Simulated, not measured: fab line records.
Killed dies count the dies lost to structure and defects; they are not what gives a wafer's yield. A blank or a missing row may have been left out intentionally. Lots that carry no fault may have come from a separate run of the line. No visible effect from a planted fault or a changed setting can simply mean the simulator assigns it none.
A struck lot beside a sound one + flow nandHarc + 12 steps out of a route of 1302
Sound: the wafers L425.1, L425.2, L425.3. Struck: wafers L438.1, L438.2, L438.3. The cause is named last.
Per side, at each step with rows, come the tool, then ch with its chambers, and then its first start. Under that, the readings that differ: sound wafers + struck wafers + difference of the means + sigmas: that difference in standard deviations of wafers without a fault.
alike: readings whose means differ by less than 2 such deviations, and words and numbers that are the same on both sides. not compared: withheld readings, readings that some wafer has no value for, bounds like >300 that may hide the same value, and numbers for which the record gives no deviation and whose values overlap.
A row with sigmas, a row that says differs or no value, or rows on one side alone: a step with any of these is where the two part. Numbers that have no deviation but don't overlap get no sigmas and don't part them. Lack of a reading on every wafer of one side parts them only where that side has two or more wafers.

NHARC_A_STAIRCASE_STRIP_205: strips in O2.
  sound on plasmaAsher-01 ch 0,1, day 19 02:01; struck on plasmaAsher-02 ch 0,1, day 25 06:48
  alike: drypumpMotorCurrentA, heaterPowerW, rfReflPowerW
  not compared: rfHoursCounterH
then, 10 steps without rows for these wafers: NHARC_A_STAIRCASE_STRIP_206 (strips in SPM, time 900 s); NHARC_A_STAIRCASE_PRECLEAN_207 (cleans in SC1); NHARC_A_STAIRCASE_SRD_208; NHARC_A_STAIRCASE_DEHYDRATE_209 (time 120 s); NHARC_A_STAIRCASE_HMDS_210 (time 30 s); NHARC_A_STAIRCASE_COAT_211; NHARC_A_STAIRCASE_SOFTBAKE_212 (time 170 s); NHARC_A_STAIRCASE_EBR_213; NHARC_A_STAIRCASE_EXPOSE_214 (exposes mask STAIR 3); NHARC_A_STAIRCASE_PEB_215 (peb time 130 s).
NHARC_A_STAIRCASE_DEVELOP_216: time 140 s.
  struck on lithoTrack-03, day 25 08:00; sound on lithoTrack-03 ch 0, day 19 03:00
  no value came back on the struck wafers for chillPlateTempC (C), exhaustPa (Pa); on the sound wafers chillPlateTempC (C) reads 22.87 22.94 23.01

## WHERE THEY PART
NHARC_A_STAIRCASE_DEVELOP_216 only, going by this record.

WHY: what the simulator had put in
At NHARC_A_STAIRCASE_DEVELOP_216, the step was skipped entirely on lithoTrack-03 from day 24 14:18 on. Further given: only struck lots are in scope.
